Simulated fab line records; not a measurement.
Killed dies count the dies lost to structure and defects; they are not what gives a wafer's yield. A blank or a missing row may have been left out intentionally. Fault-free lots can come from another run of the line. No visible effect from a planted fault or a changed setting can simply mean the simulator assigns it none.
The tool behind it: which one? :: flow nandHarc :: 6 lots with 18 wafers sampled at 2 steps, on a route of 1159 steps

== WHAT EACH GAUGE READ, for each wafer ==
NHARC_THIN_TSV_THK_MEAS_02: measures by ir.
lot: L669
measured: day 19 09:43
on: filmMetro-02
thkNm (nm): 2935 2782 3130

lot: L668
measured: day 19 15:26
on: filmMetro-02
thkNm (nm): 2982 2868 3032

lot: L672
measured: day 20 13:16
on: filmMetro-02
thkNm (nm): 2646 2813 2812

lot: L678
measured: day 21 11:43
on: filmMetro-01
thkNm (nm): 3161 2964 3284

lot: L685
measured: day 22 20:31
on: filmMetro-02
thkNm (nm): 3151 3270 3059

lot: L683
measured: day 23 04:37
on: filmMetro-02
thkNm (nm): 2623 2800 2944

== WHICH TOOL RAN EACH LOT (tool, then ch and the chambers of the sampled wafers, then the start) ==
lot: L669
NHARC_A_M1_PRE_CLEAN_32: pecvd-02 ch 1,2, day 18 16:17

lot: L668
NHARC_A_M1_PRE_CLEAN_32: pecvd-02 ch 0,1, day 18 20:35

lot: L672
NHARC_A_M1_PRE_CLEAN_32: pecvd-03 ch 0,1,2, day 19 17:31

lot: L678
NHARC_A_M1_PRE_CLEAN_32: pecvd-02 ch 0,1, day 20 21:02

lot: L685
NHARC_A_M1_PRE_CLEAN_32: pecvd-01 ch 0,1, day 22 00:35

lot: L683
NHARC_A_M1_PRE_CLEAN_32: pecvd-01 ch 0,1,2, day 22 10:56
- NHARC_A_M1_PRE_CLEAN_32: time 12 s.

== THE ANSWER, worked out from the rows above alone ==
Rule: what is usual is taken from the lots themselves. The widest of any qualifying gaps counts: lots, ordered by their means at a reading, are off when they make up no more than a third of the lots, leave a main group of 4 or more, and stand apart from it by 3 or more times the standard deviation of that group's means. A main group is skipped when, at the precision printed for the reading in the tables above, its means are all equal. A lot without any number at a reading at which 4 lots or more have one is off too. Any other lot the step has rows for is counted as sound.
None of the lots is off at any reading shown; this tells nothing.

== WHAT WAS PUT IN BY THE SIMULATOR ==
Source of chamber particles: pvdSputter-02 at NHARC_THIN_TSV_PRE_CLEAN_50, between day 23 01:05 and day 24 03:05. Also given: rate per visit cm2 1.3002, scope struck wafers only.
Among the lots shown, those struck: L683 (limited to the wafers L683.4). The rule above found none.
